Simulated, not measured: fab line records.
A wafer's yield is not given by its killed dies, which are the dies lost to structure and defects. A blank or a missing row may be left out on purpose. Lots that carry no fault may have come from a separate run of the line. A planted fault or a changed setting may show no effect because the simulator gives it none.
Problem report, 8D (eight disciplines) form, completed by code    flow n5 finfet    the parts of the form that need people (team, actions taken, sign-off) are left out

1. THE ISSUE
A mean of 988.1 W is read at N5_BEOL_M0_SAQP_MANDREL_ETCH_20 for rf fwd power W, taken on 1 wafer of 1 lot, against 795.8 W (standard deviation 2.5) on wafers free of any fault. That puts it +77 standard deviations away from the usual mean.
The step: etches a-Si in HBr/Cl2, stops on SiNx, target depth 60 nm, bt time 10 s, time 30 s.
First seen on wafer L166.2, day 8 17:25, on rie si-04. The record holds 27 wafers of 9 lots with a number at this step. The rule behind "out" and "out of limits": a value lying over 4 standard deviations away from the usual mean. The rest of the wafers with a number are treated as sound.

2. WHAT IT IS AND WHAT IT IS NOT
question                     is                is not
which readings at this step  rf fwd power W    bias w, drypump motor current A, oes product au, throttle valve pct
which lots                   L166              L155, L156, L157, L158, L159, L169, L175, L176
which wafers of those lots   L166.2            L166.3, L166.4
read on which tools          rie si-04         rie si-01, rie si-03
when                         from day 8 17:25  up to then (17 sound wafers); but 9 sound wafers of L169, L175, L176 came after

3. THE SUSPECTS, EACH WITH WHAT RULES IT OUT
Counting: any tool at a process step up to the reading remains a suspect provided it ran every lot that is out. Sound lots after the first of them don't rule it out here, since some wafers of a struck lot are sound.
- rie diel-02 at N5_BEOL_M0_SAQP_ETCH_84 (etches SOC in N2/H2, target depth 100 nm, overetch 20 nm, time 150 s): kept. It ran the lot that is out, L166 (day 8 17:14); its last sound lot up to then is L159 (day 7 04:26).
- rie si-04 at N5_BEOL_M0_SAQP_MANDREL_ETCH_20 (etches a-Si in HBr/Cl2, stops on SiNx, target depth 60 nm, bt time 10 s, time 30 s): kept. It ran the lot that is out, L166 (day 8 17:25); its last sound lot up to then is L159 (day 7 04:37). Its own rf fwd power W readings are out on those wafers.
- rie diel-02, N5_BEOL_M0_SAQP_ETCH_84: wafers that are out in chamber 3, sound lot-mates in chambers 0, 2.
- rie si-04, N5_BEOL_M0_SAQP_MANDREL_ETCH_20: wafers that are out in chamber 0, sound lot-mates in chambers 1, 2.
After counting, rie diel-02 at N5_BEOL_M0_SAQP_ETCH_84 and rie si-04 at N5_BEOL_M0_SAQP_MANDREL_ETCH_20 remain.

4. THE CAUSE (what the simulator had put in)
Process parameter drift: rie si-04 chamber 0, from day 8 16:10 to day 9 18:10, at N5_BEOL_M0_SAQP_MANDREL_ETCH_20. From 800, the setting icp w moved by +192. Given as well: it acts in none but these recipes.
Of the 2 suspects that counting leaves, this tool is one.

5. THE EFFECT CHAIN, in route order
Rows list readings where the struck wafers' mean (over those with a number) sits beyond 3 standard deviations from the usual. Only readings for which the record gives a usual standard deviation are gone through. hours: the time from each lot's start at the first step in this table that gives one to its start at this step, as a median over the lots. sigmas: the change in usual standard deviations.
hours  step                             reading         usual    on struck wafers  change  sigmas
0      N5_BEOL_M0_SAQP_MANDREL_ETCH_20  rf fwd power W  795.8 W  988.1             +192.3  +77
Here are the process steps it includes:
- N5_BEOL_M0_SAQP_MANDREL_ETCH_20: etches a-Si in HBr/Cl2, stops on SiNx, target depth 60 nm, bt time 10 s, time 30 s.
Later steps that measure or inspect, where all struck wafers having a row at the step show a number for every such reading and not one has moved that far: N5_BEOL_M4_RC_MEAS_101.

6. WHAT WOULD HAVE CAUGHT IT SOONER
In this record the first reading out of limits was taken at day 8 17:25, 1 hour after the fault began at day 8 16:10.
